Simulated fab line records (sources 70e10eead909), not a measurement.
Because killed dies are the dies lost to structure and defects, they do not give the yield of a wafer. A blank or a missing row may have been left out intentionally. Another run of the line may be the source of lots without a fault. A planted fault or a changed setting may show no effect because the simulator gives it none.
Which tool was responsible? || flow nand harc || 14 lots, 42 wafers sampled, at 4 steps of a route of 1302

== WHAT THE GAUGES SHOWED, per wafer ==
NHARC_A_M1_CD_MEAS_16. Usual: cd nm 120.0 nm, standard deviation 0.79.
{"lot": "L281", "measured": "day 23 07:45", "on": "cd sem-03", "cd nm (nm)": "121.2 118.7 120.4", "flag": ""}
{"lot": "L284", "measured": "day 23 23:07", "on": "cd sem-03", "cd nm (nm)": "120.1 118.9 120.0", "flag": ""}
{"lot": "L283", "measured": "day 24 00:27", "on": "cd sem-03", "cd nm (nm)": "119.7 119.3 119.8", "flag": ""}
{"lot": "L285", "measured": "day 24 10:53", "on": "cd sem-03", "cd nm (nm)": "119.2 120.1 118.8", "flag": ""}
{"lot": "L286", "measured": "day 25 10:44", "on": "cd sem-03", "cd nm (nm)": "119.2 119.7 120.2", "flag": ""}
{"lot": "L289", "measured": "day 26 21:10", "on": "cd sem-03", "cd nm (nm)": "- - -", "flag": "OFF"}
{"lot": "L293", "measured": "day 27 09:31", "on": "cd sem-02", "cd nm (nm)": "- - -", "flag": "OFF"}
{"lot": "L296", "measured": "day 28 17:37", "on": "cd sem-02", "cd nm (nm)": "119.6 119.9 120.1", "flag": ""}
{"lot": "L295", "measured": "day 28 22:25", "on": "cd sem-03", "cd nm (nm)": "119.9 118.9 119.5", "flag": ""}
{"lot": "L294", "measured": "day 29 00:00", "on": "cd sem-02", "cd nm (nm)": "121.3 121.1 121.5", "flag": ""}
{"lot": "L297", "measured": "day 30 13:01", "on": "cd sem-01", "cd nm (nm)": "119.7 120.0 119.0", "flag": ""}
{"lot": "L300", "measured": "day 30 17:36", "on": "cd sem-03", "cd nm (nm)": "119.4 121.1 120.1", "flag": ""}
{"lot": "L301", "measured": "day 31 17:01", "on": "cd sem-02", "cd nm (nm)": "120.7 121.1 121.0", "flag": ""}
{"lot": "L303", "measured": "day 32 11:50", "on": "cd sem-01", "cd nm (nm)": "119.7 122.2 120.8", "flag": ""}

== WHAT TOOL EACH LOT RAN ON (gives the tool, then ch and the chambers of the sampled wafers, and finally the start) ==
{"lot": "L281", "NHARC_A_M0_PVD_21": "pvd sputter-01, day 23 07:07 or earlier", "NHARC_A_M1_EXPOSE_06": "arfi scanner-03 ch 0, day 23 07:07", "NHARC_A_M1_DESCUM_14": "rie diel-10 ch 0,3, day 23 07:26"}
{"lot": "L284", "NHARC_A_M0_PVD_21": "pvd sputter-03, day 23 22:29 or earlier", "NHARC_A_M1_EXPOSE_06": "arfi scanner-01 ch 0, day 23 22:29", "NHARC_A_M1_DESCUM_14": "rie diel-05 ch 2,3, day 23 22:48"}
{"lot": "L283", "NHARC_A_M0_PVD_21": "pvd sputter-01, day 23 23:49 or earlier", "NHARC_A_M1_EXPOSE_06": "arfi scanner-02 ch 0, day 23 23:49", "NHARC_A_M1_DESCUM_14": "rie diel-10 ch 0,2,3, day 24 00:10"}
{"lot": "L285", "NHARC_A_M0_PVD_21": "pvd sputter-03, day 24 10:15 or earlier", "NHARC_A_M1_EXPOSE_06": "arfi scanner-03 ch 0, day 24 10:15", "NHARC_A_M1_DESCUM_14": "rie diel-10 ch 1,2,3, day 24 10:34"}
{"lot": "L286", "NHARC_A_M0_PVD_21": "pvd sputter-03, day 25 10:07 or earlier", "NHARC_A_M1_EXPOSE_06": "arfi scanner-02 ch 0, day 25 10:07", "NHARC_A_M1_DESCUM_14": "rie diel-06 ch 0,1,3, day 25 10:26"}
{"lot": "L289", "NHARC_A_M0_PVD_21": "pvd sputter-01, day 26 20:32 or earlier", "NHARC_A_M1_EXPOSE_06": "arfi scanner-03, day 26 20:32", "NHARC_A_M1_DESCUM_14": "rie diel-10 ch 2,3, day 26 20:51"}
{"lot": "L293", "NHARC_A_M0_PVD_21": "pvd sputter-02, day 27 08:53 or earlier", "NHARC_A_M1_EXPOSE_06": "arfi scanner-02, day 27 08:53", "NHARC_A_M1_DESCUM_14": "rie diel-06 ch 0,2,3, day 27 09:13"}
{"lot": "L296", "NHARC_A_M0_PVD_21": "pvd sputter-03, day 28 16:59 or earlier", "NHARC_A_M1_EXPOSE_06": "arfi scanner-01 ch 0, day 28 16:59", "NHARC_A_M1_DESCUM_14": "rie diel-10 ch 1,2,3, day 28 17:19"}
{"lot": "L295", "NHARC_A_M0_PVD_21": "pvd sputter-03, day 28 21:47 or earlier", "NHARC_A_M1_EXPOSE_06": "arfi scanner-01 ch 0, day 28 21:47", "NHARC_A_M1_DESCUM_14": "rie diel-05 ch 0,3, day 28 22:08"}
{"lot": "L294", "NHARC_A_M0_PVD_21": "pvd sputter-02, day 28 23:22 or earlier", "NHARC_A_M1_EXPOSE_06": "arfi scanner-03 ch 0, day 28 23:22", "NHARC_A_M1_DESCUM_14": "rie diel-05 ch 1,2,3, day 28 23:42"}
{"lot": "L297", "NHARC_A_M0_PVD_21": "pvd sputter-02, day 30 12:23 or earlier", "NHARC_A_M1_EXPOSE_06": "arfi scanner-03 ch 0, day 30 12:23", "NHARC_A_M1_DESCUM_14": "rie diel-06 ch 0,1,3, day 30 12:44"}
{"lot": "L300", "NHARC_A_M0_PVD_21": "pvd sputter-02, day 30 16:59 or earlier", "NHARC_A_M1_EXPOSE_06": "arfi scanner-01 ch 0, day 30 16:59", "NHARC_A_M1_DESCUM_14": "rie diel-06 ch 0,2, day 30 17:17"}
{"lot": "L301", "NHARC_A_M0_PVD_21": "pvd sputter-01, day 31 16:20 or earlier", "NHARC_A_M1_EXPOSE_06": "arfi scanner-03 ch 0, day 31 16:20", "NHARC_A_M1_DESCUM_14": "rie diel-06 ch 0,1,2, day 31 16:40"}
{"lot": "L303", "NHARC_A_M0_PVD_21": "pvd sputter-02, day 32 11:13 or earlier", "NHARC_A_M1_EXPOSE_06": "arfi scanner-01 ch 0, day 32 11:13", "NHARC_A_M1_DESCUM_14": "rie diel-06 ch 1,3, day 32 11:32"}
- NHARC_A_M0_PVD_21: deposits Cu, target thk 30 nm, time 20.49 s.
- NHARC_A_M1_EXPOSE_06: exposes mask A M1, target cd 120 nm.
- NHARC_A_M1_DESCUM_14: chemistry O2, time 3 s.

== AS READ BY THE TOOLS THEMSELVES (means over the sampled wafers that have a number; for cases with no such wafer, the mark the record gives instead) ==
NHARC_A_M0_PVD_21. Usual: throttle valve pct 29.9 %, standard deviation 1.1.
{"lot": "L281", "tool": "pvd sputter-01", "throttle valve pct (%)": 29.6, "flag": ""}
{"lot": "L284", "tool": "pvd sputter-03", "throttle valve pct (%)": 29.8, "flag": ""}
{"lot": "L283", "tool": "pvd sputter-01", "throttle valve pct (%)": 28.3, "flag": ""}
{"lot": "L285", "tool": "pvd sputter-03", "throttle valve pct (%)": 29.5, "flag": ""}
{"lot": "L286", "tool": "pvd sputter-03", "throttle valve pct (%)": 29.6, "flag": ""}
{"lot": "L289", "tool": "pvd sputter-01", "throttle valve pct (%)": 29.0, "flag": ""}
{"lot": "L293", "tool": "pvd sputter-02", "throttle valve pct (%)": 31.1, "flag": ""}
{"lot": "L296", "tool": "pvd sputter-03", "throttle valve pct (%)": 29.6, "flag": ""}
{"lot": "L295", "tool": "pvd sputter-03", "throttle valve pct (%)": 29.6, "flag": ""}
{"lot": "L294", "tool": "pvd sputter-02", "throttle valve pct (%)": 30.5, "flag": ""}
{"lot": "L297", "tool": "pvd sputter-02", "throttle valve pct (%)": 31.0, "flag": ""}
{"lot": "L300", "tool": "pvd sputter-02", "throttle valve pct (%)": 30.6, "flag": ""}
{"lot": "L301", "tool": "pvd sputter-01", "throttle valve pct (%)": 28.8, "flag": ""}
{"lot": "L303", "tool": "pvd sputter-02", "throttle valve pct (%)": 30.4, "flag": ""}

NHARC_A_M1_EXPOSE_06. Usual: exposure dose mJ cm2 75.10, standard deviation 0.076; focus offset nm 0.2 nm, standard deviation 0.57.
{"lot": "L281", "tool": "arfi scanner-03", "exposure dose mJ cm2": 75.13, "focus offset nm (nm)": -0.5, "flag": ""}
{"lot": "L284", "tool": "arfi scanner-01", "exposure dose mJ cm2": 75.11, "focus offset nm (nm)": 0.0, "flag": ""}
{"lot": "L283", "tool": "arfi scanner-02", "exposure dose mJ cm2": 75.06, "focus offset nm (nm)": 0.6, "flag": ""}
{"lot": "L285", "tool": "arfi scanner-03", "exposure dose mJ cm2": 75.06, "focus offset nm (nm)": -0.1, "flag": ""}
{"lot": "L286", "tool": "arfi scanner-02", "exposure dose mJ cm2": 75.05, "focus offset nm (nm)": 0.6, "flag": ""}
{"lot": "L289", "tool": "arfi scanner-03", "exposure dose mJ cm2": "-", "focus offset nm (nm)": "-", "flag": "OFF"}
{"lot": "L293", "tool": "arfi scanner-02", "exposure dose mJ cm2": "-", "focus offset nm (nm)": "-", "flag": "OFF"}
{"lot": "L296", "tool": "arfi scanner-01", "exposure dose mJ cm2": 75.14, "focus offset nm (nm)": 0.6, "flag": ""}
{"lot": "L295", "tool": "arfi scanner-01", "exposure dose mJ cm2": 75.00, "focus offset nm (nm)": 0.1, "flag": ""}
{"lot": "L294", "tool": "arfi scanner-03", "exposure dose mJ cm2": 75.04, "focus offset nm (nm)": 1.2, "flag": ""}
{"lot": "L297", "tool": "arfi scanner-03", "exposure dose mJ cm2": 75.18, "focus offset nm (nm)": 0.3, "flag": ""}
{"lot": "L300", "tool": "arfi scanner-01", "exposure dose mJ cm2": 75.19, "focus offset nm (nm)": -0.5, "flag": ""}
{"lot": "L301", "tool": "arfi scanner-03", "exposure dose mJ cm2": 75.09, "focus offset nm (nm)": 0.6, "flag": ""}
{"lot": "L303", "tool": "arfi scanner-01", "exposure dose mJ cm2": 75.14, "focus offset nm (nm)": 0.2, "flag": ""}

NHARC_A_M1_DESCUM_14. Usual: drypump motor current A 5.9 A, standard deviation 0.36; oes product au 1.000 a.u., standard deviation 0.0091; rf vpp V 57.8 V, standard deviation 0.87; showerhead plenum p Torr 1.94 Torr, standard deviation 0.075; throttle valve pct 11.312 %, standard deviation 0.0085.
{"lot": "L281", "tool": "rie diel-10", "drypump motor current A (A)": 5.5, "oes product au (a.u.)": 0.995, "rf vpp V (V)": 57.5, "showerhead plenum p Torr (Torr)": 2.00, "throttle valve pct (%)": 11.318, "flag": ""}
{"lot": "L284", "tool": "rie diel-05", "drypump motor current A (A)": 6.1, "oes product au (a.u.)": 0.998, "rf vpp V (V)": 57.4, "showerhead plenum p Torr (Torr)": 1.89, "throttle valve pct (%)": 11.308, "flag": ""}
{"lot": "L283", "tool": "rie diel-10", "drypump motor current A (A)": 5.6, "oes product au (a.u.)": 0.996, "rf vpp V (V)": 57.4, "showerhead plenum p Torr (Torr)": 1.95, "throttle valve pct (%)": 11.309, "flag": ""}
{"lot": "L285", "tool": "rie diel-10", "drypump motor current A (A)": 5.7, "oes product au (a.u.)": 1.001, "rf vpp V (V)": 57.8, "showerhead plenum p Torr (Torr)": 1.95, "throttle valve pct (%)": 11.308, "flag": ""}
{"lot": "L286", "tool": "rie diel-06", "drypump motor current A (A)": 6.1, "oes product au (a.u.)": 1.002, "rf vpp V (V)": 58.3, "showerhead plenum p Torr (Torr)": 1.93, "throttle valve pct (%)": 11.311, "flag": ""}
{"lot": "L289", "tool": "rie diel-10", "drypump motor current A (A)": 5.5, "oes product au (a.u.)": 1.007, "rf vpp V (V)": 57.4, "showerhead plenum p Torr (Torr)": 1.92, "throttle valve pct (%)": 11.312, "flag": ""}
{"lot": "L293", "tool": "rie diel-06", "drypump motor current A (A)": 5.9, "oes product au (a.u.)": 1.001, "rf vpp V (V)": 58.3, "showerhead plenum p Torr (Torr)": 1.92, "throttle valve pct (%)": 11.309, "flag": ""}
{"lot": "L296", "tool": "rie diel-10", "drypump motor current A (A)": 5.7, "oes product au (a.u.)": 1.011, "rf vpp V (V)": 58.3, "showerhead plenum p Torr (Torr)": 1.95, "throttle valve pct (%)": 11.319, "flag": ""}
{"lot": "L295", "tool": "rie diel-05", "drypump motor current A (A)": 5.9, "oes product au (a.u.)": 0.994, "rf vpp V (V)": 57.8, "showerhead plenum p Torr (Torr)": 1.83, "throttle valve pct (%)": 11.318, "flag": ""}
{"lot": "L294", "tool": "rie diel-05", "drypump motor current A (A)": 6.2, "oes product au (a.u.)": 0.996, "rf vpp V (V)": 58.4, "showerhead plenum p Torr (Torr)": 1.91, "throttle valve pct (%)": 11.314, "flag": ""}
{"lot": "L297", "tool": "rie diel-06", "drypump motor current A (A)": 6.1, "oes product au (a.u.)": 0.996, "rf vpp V (V)": 58.0, "showerhead plenum p Torr (Torr)": 1.93, "throttle valve pct (%)": 11.312, "flag": ""}
{"lot": "L300", "tool": "rie diel-06", "drypump motor current A (A)": 6.0, "oes product au (a.u.)": 0.997, "rf vpp V (V)": 55.7, "showerhead plenum p Torr (Torr)": 1.85, "throttle valve pct (%)": 11.313, "flag": ""}
{"lot": "L301", "tool": "rie diel-06", "drypump motor current A (A)": 6.1, "oes product au (a.u.)": 0.994, "rf vpp V (V)": 57.7, "showerhead plenum p Torr (Torr)": 1.90, "throttle valve pct (%)": 11.304, "flag": ""}
{"lot": "L303", "tool": "rie diel-06", "drypump motor current A (A)": 6.0, "oes product au (a.u.)": 1.000, "rf vpp V (V)": 59.1, "showerhead plenum p Torr (Torr)": 2.00, "throttle valve pct (%)": 11.309, "flag": ""}

== THE ANSWER, worked out from the rows above alone ==
Rule: lot off if the mean of its wafers having a number is beyond 3 standard deviations from the usual mean. A lot without any number at a reading at which 4 lots or more have one is off too. Where the step has rows for the other lots, those lots are counted as sound. First the gauges in route order, then the tools' own readings, where a lot's mean is used as printed above. At the first step where some lot is off, the reading lying furthest off is the one used; lots without a number count as furthest.
Off, at NHARC_A_M1_CD_MEAS_16 on cd nm: L289, L293. Without a number there: L289, L293.
If a tool, at a process step before that reading, ran all the lots that are off and no sound lot after the first of them, it fits. The gauges at NHARC_A_M1_CD_MEAS_16 aren't tried: what is off there is off at NHARC_A_M1_EXPOSE_06 too, on other tools, and a gauge's error can't cause that. With no start given for some of its lots, NHARC_A_M0_PVD_21 uses the hours and lot order of NHARC_A_M1_EXPOSE_06. None of those tried fits.

== WHAT HAD BEEN PUT IN BY THE SIMULATOR ==
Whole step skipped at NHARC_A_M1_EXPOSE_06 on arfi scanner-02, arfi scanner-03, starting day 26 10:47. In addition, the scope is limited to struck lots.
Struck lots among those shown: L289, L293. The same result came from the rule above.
